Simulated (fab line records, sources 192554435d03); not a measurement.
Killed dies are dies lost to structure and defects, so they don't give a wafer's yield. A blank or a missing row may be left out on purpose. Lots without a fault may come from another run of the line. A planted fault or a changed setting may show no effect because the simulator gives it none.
Which tool did it? | flow n5_finfet | 12 lots, 36 wafers sampled, at 3 steps of a route of 1938

WHAT THE GAUGES READ, wafer by wafer
N5_MOL_CONTACT_COAG_THK_MEAS_29.
lot  | measured     | on            | MD_CAP_THK (nm)
L075 | day 5 16:23  | film_metro-01 | 18.00 18.06 18.03
L077 | day 5 17:55  | film_metro-01 | 17.98 17.94 17.97
L079 | day 6 11:44  | film_metro-01 | 17.88 17.69 17.91
L081 | day 7 01:22  | film_metro-02 | 18.09 18.10 18.06
L083 | day 7 10:22  | film_metro-01 | 17.79 17.94 17.88
L085 | day 8 03:44  | film_metro-01 | 17.93 17.76 17.81
L087 | day 8 08:59  | film_metro-02 | 18.03 18.10 18.04
L089 | day 8 23:41  | film_metro-01 | 18.04 17.84 18.02
L091 | day 9 06:22  | film_metro-01 | 17.77 17.67 17.74
L093 | day 9 17:58  | film_metro-01 | 17.88 17.96 17.87
L095 | day 10 10:11 | film_metro-01 | 17.84 17.87 17.91
L097 | day 10 23:05 | film_metro-01 | 17.87 17.92 17.77

WHICH TOOL RAN EACH LOT (tool, then ch and the chambers of the sampled wafers, then the start)
lot  | N5_MOL_CONTACT_COAG_ETCH_105       | N5_MOL_CONTACT_COAG_PRE_CLEAN_142
L075 | rie_diel-04 ch 0,1,2, day 5 04:10  | pvd_sputter-02, day 5 13:27
L077 | rie_diel-01 ch 1,2, day 5 09:34    | pvd_sputter-02, day 5 14:14
L079 | rie_diel-04 ch 0,2,3, day 6 00:20  | pvd_sputter-02, day 6 08:20
L081 | rie_diel-01 ch 0,1,2, day 6 17:07  | pvd_sputter-03, day 6 22:18
L083 | rie_diel-01 ch 0,1,2, day 7 00:57  | pvd_sputter-03, day 7 07:18
L085 | rie_diel-04 ch 1,2, day 7 18:40    | pvd_sputter-01, day 8 00:47
L087 | rie_diel-04 ch 0,1, day 8 00:05    | pvd_sputter-01, day 8 06:01
L089 | rie_diel-04 ch 1,2,3, day 8 12:39  | pvd_sputter-01, day 8 20:46
L091 | rie_diel-04 ch 0,1, day 8 20:32    | pvd_sputter-01, day 9 03:26
L093 | rie_diel-05 ch 0,1,2, day 9 10:02  | pvd_sputter-01, day 9 15:02
L095 | rie_diel-05 ch 0,3, day 10 01:47   | pvd_sputter-03, day 10 07:16
L097 | rie_diel-01 ch 0,2,3, day 10 14:20 | pvd_sputter-01, day 10 20:02
- N5_MOL_CONTACT_COAG_ETCH_105: etches SiARC in CF4, target depth 15.6 nm, time 26 s.
- N5_MOL_CONTACT_COAG_PRE_CLEAN_142: time 60 s.

THE ANSWER, worked out from the rows above alone
Rule: what is usual is taken from the lots themselves. Put in order of their means at a reading, lots are off if they are a third of the lots or fewer, leave a main group of 4 or more, and stand apart from it by a gap of 3 or more times the standard deviation of the main group's means; of several such gaps the widest counts. A main group whose means are all the same, to the digits that the tables above print for the reading, isn't used. A lot without any number at a reading at which 4 lots or more have one is off too. The other lots that the step has rows for count as sound.
No lot is off at any reading shown: from this, nothing can be told.

WHAT THE SIMULATOR HAD PUT IN
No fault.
